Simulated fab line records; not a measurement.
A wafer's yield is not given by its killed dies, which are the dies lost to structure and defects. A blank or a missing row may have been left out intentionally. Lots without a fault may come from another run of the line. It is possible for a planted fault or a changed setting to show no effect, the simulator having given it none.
fab line records	flow n5Finfet
[record] lots = 4	wafers = 12	lastDay = 16
route steps=1938 shown BEOL_M0_SAQP@646 BEOL_M0_CUTY@710 BEOL_M4@1111 PASSIVATION@1936
lots that met no fault: taken from a fault-free run of the same line
startH: hours from the record's opening day to when the first of the lot's shown wafers began	waitH: time in hours since the lot's previous step	" repeats the value in the row above	L1.1+2: several wafers, shown together as one row	- no value, or no start was given	* or withheld: withheld	< > ~ a bound
route shown NAME@n: a module of which the file shows steps, and the number in the route of the first	usual: average and standard deviation across the fault-free wafers	same: alike in all rows	chamber/n: place in a boat	sites: the reading at each site	_std_site: standard deviation across them	_edge_site: outer sites' mean less inner sites'	radiusMm: for every site, how far away it sits from the centre of the wafer	mask NAME#n: copy n	behind: tool/chamber where the wafer was last shaped	hold: cause of the lot's hold/its duration in hours/its outcome	device: which transistor (n, p or np) failed to switch	end of line: tests run on the same wafers once the route is complete	where a step has no rows: the recipe by itself	killed: the dies lost at the first sort to structure and to defects; this is not the yield of the wafer	map: per-die view of a wafer (x killed, . not killed, _ where there is no die)
set.NAME: the run value of the setting; set.NAME@STEP: its run value at that earlier step	model.NAME: the simulator's own value behind a step, which no gauge read
a table for each step, a row for each wafer; lots at some steps of the route
services: a tool's chamber out of use, with start hour (startH, from the record's first day; less than 0 if before it), hours out, and reason
[[steps]]
[step N5_BEOL_M0_SAQP_EXPOSE_11]
[recipe] maskId = M0_CORE	na = 1.35	sourceShape = dipole	sigmaInner = 0.538	sigmaOuter = 0.738	polarization = te	targetCdNm = 42	doseMj = 55
[step N5_BEOL_M0_SAQP_PEB_12]
[recipe] pebTempC = withheld	pebTimeS = 60	resist = CAR-ArF
[step N5_BEOL_M0_SAQP_DEVELOP_13]
[recipe] developTimeS = 30	developer = TMAH	resist = CAR-ArF	devTempC = 23	rinseLiquid = diw	dry = airSpin
[step N5_BEOL_M0_SAQP_DESCUM_19]
[recipe] chemistry = O2	timeS = 7.9	sourcePowerW = 50	biasPowerW = 20	pressureMtorr = 20	rfFrequencyHz = 2.712e+07	tempC = 40	resist = CAR-ArF	o2FlowSccm = 225
[step N5_BEOL_M0_SAQP_ETCH_83]
[recipe] chemistry = CF4	target = SiARC	targetDepthA = 390	maskMaterial = CAR-ArF	timeS = 65	ionEnergyEv = 80	pressureMtorr = 40	sourceW = 545	biasW = 36	Ar_flow_sccm = 100	cf4FlowSccm = 100	ends = cleared
[step N5_BEOL_M0_SAQP_ETCH_84]
[recipe] chemistry = N2/H2	target = SOC	targetDepthA = 1000	overetchA = 200	maskMaterial = SiARC	tempC = 40	timeS = 150	ionEnergyEv = 200	pressureMtorr = 30	sourceW = 840	biasW = 150	n2FlowSccm = 200	h2FlowSccm = 200
[step N5_BEOL_M0_SAQP_STRIP_80]
[recipe] chemistry = N2/H2	tempC = 40	n2FlowSccm = 200	h2FlowSccm = 200	rfFrequencyHz = 6e+07
[step N5_BEOL_M0_SAQP_HM_OPEN_112]
[recipe] chemistry = CHF3/O2	target = SiO2	stopOn = a-Si	targetDepthA = 120	overEtchFrac = 1.25	maskMaterial = SOC	timeS = 13.5	pressureMtorr = 30	sourceW = 650	biasW = 170	Ar_flow_sccm = 200	CHF3_flow_sccm = 50	O2_flow_sccm = 5	ionEnergyEv = 200	ends = endPoint
[step N5_BEOL_M0_SAQP_STRIP_113]
[recipe] chemistry = CHF3/O2	resist = SiARC	rfFrequencyHz = 6e+07
[step N5_BEOL_M0_SAQP_MANDREL_ETCH_20]
[recipe] targetDepthA = 600	chemistry = HBr/Cl2	target = a-Si	stopOn = SiNx	btTimeS = 10	maskMaterial = SOC	overEtchFrac = 0.5	timeS = 30	pressureMtorr = 10	icpW = 800	biasW = 75	HBr_flow_sccm = 150	Cl2_flow_sccm = 80	ends = endPoint
[usual] HBr_flow_sccm = 150.1/0.46	biasW = 75.04/0.22	drypumpMotorCurrentA = 5.7/0.48	oesProductAu = 0.771/0.011	rfFwdPowerW = 796.6/2.9	throttleValvePct = 35.3/0.39
lot.wafer	tool	chamber	startH	waitH	HBr_flow_sccm	biasW	drypumpMotorCurrentA	oesProductAu	rfFwdPowerW	rfHoursCounterH	throttleValvePct
L891.2	rieSi-03	0	115.77	0.0	150.8	75.10	5.5	0.757	801.1	84	35.6
L891.5	"	3	"	"	150.5	74.88	6.1	0.784	792.6	-	35.5
L891.6	"	0	"	"	150.9	74.96	5.6	0.751	803.6	-	35.6
L905.2	rieSi-03	2	200.89	0.0	150.6	75.16	5.8	0.779	798.4	73	34.8
L905.3	"	3	"	"	149.8	74.98	6.1	0.785	791.6	2	35.5
L905.4	"	1	"	"	150.3	74.66	6.5	0.760	793.3	117	35.7
L906.2	rieSi-03	2	212.92	0.0	150.6	74.86	5.8	0.764	800.5	74	34.8
L906.4	"	0	"	"	149.9	74.79	5.6	0.768	795.8	85	35.6
L906.6	"	1	"	"	150.2	75.16	6.6	0.759	801.9	-	35.7
L909.1	rieSi-02	1	229.67	0.0	149.7	75.18	5.4	0.771	797.8	132	36.0
L909.2	"	0	"	"	150.8	75.08	5.7	0.761	793.5	85	35.2
L909.5	"	2	"	"	149.2	74.62	5.0	0.753	794.4	-	34.9
[step N5_BEOL_M0_SAQP_STRIP_86]
[recipe] chemistry = N2/H2	powerW = 500	tempC = 40	pressureMtorr = 50	rfFrequencyHz = 6e+07	overashFraction = 0.3	biasPowerW = 28	h2Frac = 0.5	n2FlowSccm = 300	h2FlowSccm = 300
[step N5_BEOL_M0_SAQP_STRIP_115]
[recipe] chemistry = postEtchResidueRemover	timeS = 60	tempC = 25	removerPh = withheld	removerWaterWtPct = withheld	removerFluorideWtPct = withheld
[step N5_BEOL_M0_SAQP_SRD_93]
[recipe] dry = ipaMarangoni	timeS = 30	tempC = 23	rinseLiquid = diw
[step N5_BEOL_M0_SAQP_RECESS_114]
[recipe] chemistry = HF/NH3	target = SiO2	targetDepthA = 144	afsCycles = 3	tempC = 30	sublimationTempC = 180	sublimationTimeS = 60
[step N5_BEOL_M0_SAQP_SPACER1_ALD_98]
[recipe] material = SiO2	targetThkA = 128	tempC = 300	aldPrecursorFamily = BDEAS	aldCoReactant = O2-plasma	pulseTimeS = 1	purgeTimeS = 2	coReactantPurgeTimeS = 2	aldCycles = 138	pressureTorr = 2
[step N5_BEOL_M0_SAQP_SPACER1_ETCHBACK_99]
[recipe] chemistry = CHF3/O2	mode = anisotropicEtchback	target = SiO2	targetDepthA = 154	timeS = 7.7	pressureMtorr = 30	sourceW = 650	biasW = 170	Ar_flow_sccm = 200	CHF3_flow_sccm = 50	O2_flow_sccm = 5	ionEnergyEv = 200
[step N5_BEOL_M0_SAQP_MANDREL1_REMOVE_100]
[recipe] chemistry = HBr/Cl2/O2	btTimeS = 10	target = a-Si	stopOn = SiNx	endpoint = OES-SiCl	overEtchFrac = 0.85	icpW = 600	biasW = 30	HBr_flow_sccm = 150	Cl2_flow_sccm = 80	O2_flow_sccm = 5	pressureMtorr = 10
[step N5_BEOL_M0_SAQP_ETCH_101]
[recipe] chemistry = CH3F/O2	target = SiNx	maskMaterial = SiO2	targetDepthA = 299	timeS = 42.7	pressureMtorr = 30	sourceW = 395	biasW = 73	Ar_flow_sccm = 150	CH3F_flow_sccm = 30	O2_flow_sccm = 20	ionEnergyEv = 120
[step N5_BEOL_M0_SAQP_ETCH_102]
[recipe] chemistry = CF4	target = SiO2	targetDepthA = 40	ionEnergyEv = 350	timeS = 4.4	pressureMtorr = 10	icpW = 800	biasW = 400	cf4FlowSccm = 80
[step N5_BEOL_M0_SAQP_MANDREL_ETCH_103]
[recipe] chemistry = HBr/Cl2	target = a-Si	targetDepthA = 450	btTimeS = 10	stopOn = SiCN	maskMaterial = SiO2	overEtchFrac = 0.8	timeS = 27	pressureMtorr = 10	icpW = 800	biasW = 75	HBr_flow_sccm = 150	Cl2_flow_sccm = 80	ends = endPoint
[step N5_BEOL_M0_SAQP_RECESS_104]
[recipe] chemistry = HF/NH3	target = SiO2	targetDepthA = 180	afsCycles = 3	tempC = 30	sublimationTempC = 180	sublimationTimeS = 60
[step N5_BEOL_M0_SAQP_COAT_105]
[recipe] resist = SOC	tempC = 250	timeS = 60	spinRpm = 1500	resistThkNm = 100
[step N5_BEOL_M0_SAQP_ETCH_106]
[recipe] chemistry = N2/H2	target = SOC	targetDepthA = 1500	stopOn = SiNx	ionEnergyEv = 100	biasW = 61	pressureMtorr = 30	sourceW = 850	n2FlowSccm = 200	h2FlowSccm = 200
[step N5_BEOL_M0_SAQP_ETCH_107]
[recipe] chemistry = CH3F/O2	target = SiNx	targetDepthA = 300	maskMaterial = SOC	pressureMtorr = 30	sourceW = 395	biasW = 73	Ar_flow_sccm = 150	CH3F_flow_sccm = 30	O2_flow_sccm = 20	ionEnergyEv = 120
[step N5_BEOL_M0_SAQP_STRIP_108]
[recipe] chemistry = N2/H2	powerW = 500	tempC = 40	pressureMtorr = 50	rfFrequencyHz = 6e+07	overashFraction = 0.3	biasPowerW = 28	h2Frac = 0.5	n2FlowSccm = 300	h2FlowSccm = 300
[step N5_BEOL_M0_SAQP_RECESS_109]
[recipe] chemistry = HF/NH3	target = SiO2	targetDepthA = 30	afsCycles = 1	tempC = 30	sublimationTempC = 180	sublimationTimeS = 60
[step N5_BEOL_M0_SAQP_SPACER2_ALD_26]
[recipe] material = SiO2	targetThkA = 150	tempC = 300	aldPrecursorFamily = BDEAS	aldCoReactant = O2-plasma	pulseTimeS = 1	purgeTimeS = 2	coReactantPurgeTimeS = 2	pressureTorr = 2
[step N5_BEOL_M0_SAQP_SPACER2_ETCHBACK_27]
[recipe] chemistry = CHF3/O2	mode = anisotropicEtchback	target = SiO2	targetDepthA = 225	timeS = 11.25	pressureMtorr = 30	sourceW = 650	biasW = 170	Ar_flow_sccm = 200	CHF3_flow_sccm = 50	O2_flow_sccm = 5	ionEnergyEv = 200
[step N5_BEOL_M0_SAQP_MANDREL2_REMOVE_110]
[recipe] chemistry = HBr/Cl2/O2	btTimeS = 10	target = a-Si	stopOn = SiCN	endpoint = OES-SiCl	overEtchFrac = 1	icpW = 600	biasW = 30	HBr_flow_sccm = 150	Cl2_flow_sccm = 80	O2_flow_sccm = 5	pressureMtorr = 10
[step N5_BEOL_M0_SAQP_COAT_69]
[recipe] resist = SOC	tempC = 250	timeS = 60	spinRpm = 1500	resistThkNm = 90
[step N5_BEOL_M0_SAQP_COAT_72]
[recipe] resist = SiARC	tempC = 220	timeS = 60	spinRpm = 1500	resistThkNm = 15
[step N5_BEOL_M0_SAQP_COAT_87]
[recipe] resist = underlayer	tempC = 205	timeS = 60	spinRpm = 1500	resistThkNm = 5
[step N5_BEOL_M0_SAQP_COAT_34]
[recipe] resist = CAR-EUV	spinRpm = 1500	resistThkNm = 30
[step N5_BEOL_M0_SAQP_EBR_36]
[recipe] solvent = PGMEA	ebrWidthMm = 1.5
[step N5_BEOL_M0_SAQP_SOFTBAKE_35]
[recipe] tempC = 110	timeS = 60	resist = CAR-EUV
[step N5_BEOL_M0_SAQP_EXPOSE_37]
[recipe] maskId = M0_CUT1	na = 0.33	sourceShape = annular	sigmaInner = 0.35	sigmaOuter = 0.8	polarization = unpolarized	targetCdNm = 30	doseMj = 44.75
[step N5_BEOL_M0_SAQP_PEB_38]
[recipe] pebTempC = 100	pebTimeS = 60	resist = CAR-EUV
[step N5_BEOL_M0_SAQP_INSPECT_42]
[recipe] mode = adi	inspectInstrument = brightfield
[usual] rawDefectCount = 293/76
lot.wafer	tool	chamber	startH	waitH	rawDefectCount
L891.2	defectInspect-01	-	120.20	0.0	290
L891.5	"	-	"	"	264
L891.6	"	-	"	"	317
L905.2	defectInspect-01	-	204.60	0.0	1114
L905.3	"	-	"	"	269
L905.4	"	-	"	"	310
L906.2	defectInspect-01	-	216.49	0.0	1207
L906.4	"	-	"	"	230
L906.6	"	-	"	"	206
L909.1	defectInspect-01	-	234.17	0.1	383
L909.2	"	-	"	"	273
L909.5	"	-	"	"	322
[step N5_BEOL_M0_CUTY_INSPECT_59]
[recipe] mode = adi	inspectInstrument = macro
[usual] rawDefectCount = 2.0/1.5
lot.wafer	tool	chamber	startH	waitH	rawDefectCount
L891.2	defectInspect-01	-	121.57	0.0	2
L891.5	"	-	"	"	2
L891.6	"	-	"	"	2
L905.2	defectInspect-02	-	206.31	0.0	>300
L905.3	"	-	"	"	3
L905.4	"	-	"	"	0
L906.2	defectInspect-01	-	218.14	0.0	>300
L906.4	"	-	"	"	4
L906.6	"	-	"	"	1
L909.1	defectInspect-02	-	235.57	0.0	3
L909.2	"	-	"	"	4
L909.5	"	-	"	"	1
[step N5_BEOL_M4_RC_MEAS_101]
[usual] DIBL_N = 35.7/1.5	DIBL_P = 35.7/2	IOFF_N = 0.155/0.026	IOFF_P = 0.20/0.031	ION_N = 675/11	ION_P = 462/7.1	SS_N = 71.3/0.57	SS_P = 73.1/0.56	VT_N = 250/3	VT_P = -251/3
lot.wafer	tool	chamber	startH	waitH	DIBL_N[mV/V]	DIBL_P[mV/V]	IOFF_N[nA/um]	IOFF_P[nA/um]	ION_N[uA/um]	ION_P[uA/um]	SS_N[mV/dec]	SS_P[mV/dec]	VT_N[mV]	VT_P[mV]
L891.2	prober-01	0	185.44	0.2	35.0	33.7	0.139	0.17	665	450	71.1	72.8	254	-255
L891.5	"	0	"	"	38.3	38.5	0.208	0.25	685	462	71.3	73.7	247	-247
L891.6	"	0	"	"	37.4	37.2	0.175	0.23	667	460	71.7	73.2	250	-250
L905.2	prober-02	0	260.55	0.2	35.9	36.7	0.149	0.21	673	469	70.7	72.9	250	-248
L905.3	"	0	"	"	36.7	37.2	0.162	0.22	669	465	70.9	72.2	248	-248
L905.4	"	0	"	"	36.7	37.1	0.163	0.23	697	470	71.0	73.1	248	-248
L906.2	prober-01	0	277.89	0.2	39.6	39.1	0.210	0.26	682	469	72.1	75.0	248	-248
L906.4	"	0	"	"	37.9	36.8	0.171	0.22	675	469	72.6	73.8	246	-250
L906.6	"	0	"	"	35.7	34.8	0.146	0.19	683	464	72.1	72.7	250	-252
L909.1	prober-01	0	286.03	0.0	35.8	33.9	0.141	0.20	677	461	71.3	72.9	253	-251
L909.2	"	0	"	"	35.6	34.8	0.132	0.22	675	476	71.3	73.2	254	-248
L909.5	"	0	"	"	35.4	34.5	0.130	0.21	662	460	71.1	73.0	254	-248
[step N5_PASSIVATION_PROBE_49]
[usual] defectLimitedYield = 91.4/1.5	killed_at_M0_to_M3 = 34/10	killed_at_M4_up = 15/6	killedAtContacts = 12/6	killedAtFrontEnd = 37/11	killedAtOther = 3.3/2.8	killedDies = 101/18	killedOnRim = 14/4.4	killedOpen = 66/14	killedShort = 33/7.8	sort_bin_5_function = 5.0/0.97	sort_bin_6_memory = 3.2/0.72	sortNPass = 1079/18	sortYieldPct = 91.4/1.5
[same] grossDies = 1180	killedAtBackSide = 0	sort_bin_4_leakage[%] = 0	sort_bin_8_speed[%] = 0
lot.wafer	tool	chamber	startH	waitH	defectLimitedYield[%]	killed_at_M0_to_M3	killed_at_M4_up	killedAtContacts	killedAtFrontEnd	killedAtOther	killedDies	killedOnRim	killedOpen	killedShort	sort_bin_5_function[%]	sort_bin_6_memory[%]	sortNPass	sortYieldPct[%]
L905.2	prober-02	-	369.42	0.1	84.5	102	25	24	30	2	183	37	87	29	9.7	3.6	997	84.5
L906.2	prober-01	-	385.71	0.1	88.2	101	6	7	23	2	139	29	43	20	7.5	1.9	1041	88.2
// killed by level:class
L905.2 BEOL_M0_SAQP:unspecified=67 MOL_CONTACT_COAG:geometricParticle:open=17 BEOL_M0_SAQP:geometricParticle:open=15 BEOL_M4:geometricParticle:open=13 FIN_SAQP:geometricParticle:open=10 MOL_CONTACT_COAG:geometricParticle:short=7 BEOL_M3:geometricParticle:open=7 BEOL_M0_SAQP:geometricParticle:short=5
L906.2 BEOL_M0_SAQP:unspecified=75 BEOL_M0_SAQP:geometricParticle:short=8 MOL_CONTACT_COAG:geometricParticle:open=7 BEOL_M0_SAQP:geometricParticle:open=7 BEOL_M0:geometricParticle:open=5 STI_FIN_REVEAL:geometricParticle:open=4 DUMMY_GATE:geometricParticle:open=4 BEOL_M5:geometricParticle:open=3
// map L905.2 (x killed, . not)
_________________....x.......________________
______________.................._____________
___________...x............xx...x..__________
__________..............x.........x._________
________..x............xx......x......_______
_______........................x....xxx______
______.x.............x.........x...x...x_____
_____..................x......x.....xxxxx____
____...xx.............x...x..........xxxxx___
___.............x...........x......xxxxxxxx__
___...x...............x.............xxxxxxx__
__x.......x....x.....xx.........x...xxxxxxxx_
__.x...................x............xxxxxxxx_
_x.x....xx.....x...............x.....xxxxxxxx
_...x.x.........x....x.................xxxxxx
_.x.........x......x...x......x.x...x.x.xxxxx
_.................x.......x...........x..xxxx
_...........................................x
_...........x................................
_..............x....x....x..x...............x
_....x.....x..xx..x..................x....xx.
__...x.......x....x........x.....x.........._
__....x..x.x.xx..............x.............x_
___..x...................x.................__
___................xx..............xx......__
____.......x.....x..................x.....___
_____.....................x......x....x..____
______......x...x......x..xx..x....x...._____
_______.x............................x.______
________....x...x............x......x._______
__________....x..................x.._________
___________.....x..............xx.x__________
______________.......x.........._____________
_________________...........x________________
// map L906.2 (x killed, . not)
_________________x...........________________
______________.................._____________
___________........................__________
__________.........................._________
________............x....x............_______
_______........x...............x.......______
______.x.....x..............x..x....xx.x_____
_____.x.x.................x.........xx.xx____
____x...............x.x.............xxxxxx___
___...............x...x.........x..xxxxxxxx__
___..x............................xx.xxxxxx__
__.x........................xx.....xxxxxxxxx_
__...........x......................xxxxxxxx_
_..............x......x...x..........xxxxxxxx
_.......x...........................xxxxxxxxx
_.........x...x................x......xxxxxxx
_..........................x.........x.x..x.x
_....................................x..xxx..
_....x.......................................
_............................................
_x...x.......................................
__...........xx..............x.............x_
__.........................................._
___..................x.....x........x......__
___...x..................xx....x...........__
____......................................___
_____....................................____
______x....x.....x......................_____
_______.x.....x.........xx.............______
________................x............._______
__________.........................._________
___________x.......x....x........x.__________
______________.....x.......x...._____________
_________________.....x..x...________________
[[services]]
tool	chamber	startH	hours	kind
rieSi-03	-	126.61	14.6	pm
rieSi-03	2	153.27	10.2	repair
rieSi-02	2	212.16	4.6	repair
[[key]]
[firstSign] step = N5_BEOL_M0_SAQP_INSPECT_42	reading = rawDefectCount	direction = up	sigmas = 11	usual = 293	struck = 1160
[effect] step = N5_BEOL_M0_CUTY_INSPECT_59	reading = rawDefectCount	direction = up	sigmas = 99+	usual = 2.0	struck = >300
[effect] step = N5_PASSIVATION_PROBE_49	reading = killed_at_M0_to_M3	direction = up	sigmas = 6.4	usual = 34	struck = 102
[moreKillsBornAt] N5_BEOL_M0_SAQP_MANDREL_ETCH_20@rieSi-03 = 142
metAt N5_BEOL_M0_SAQP_MANDREL_ETCH_20
struckWafers L905.2,L906.2
[fault] kind = chamberParticleSource	tool = rieSi-03	chamber = 2	onsetH = 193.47	steps = N5_BEOL_M0_SAQP_MANDREL_ETCH_20	ratePerVisitCm2 = 1.3344	endH = 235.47
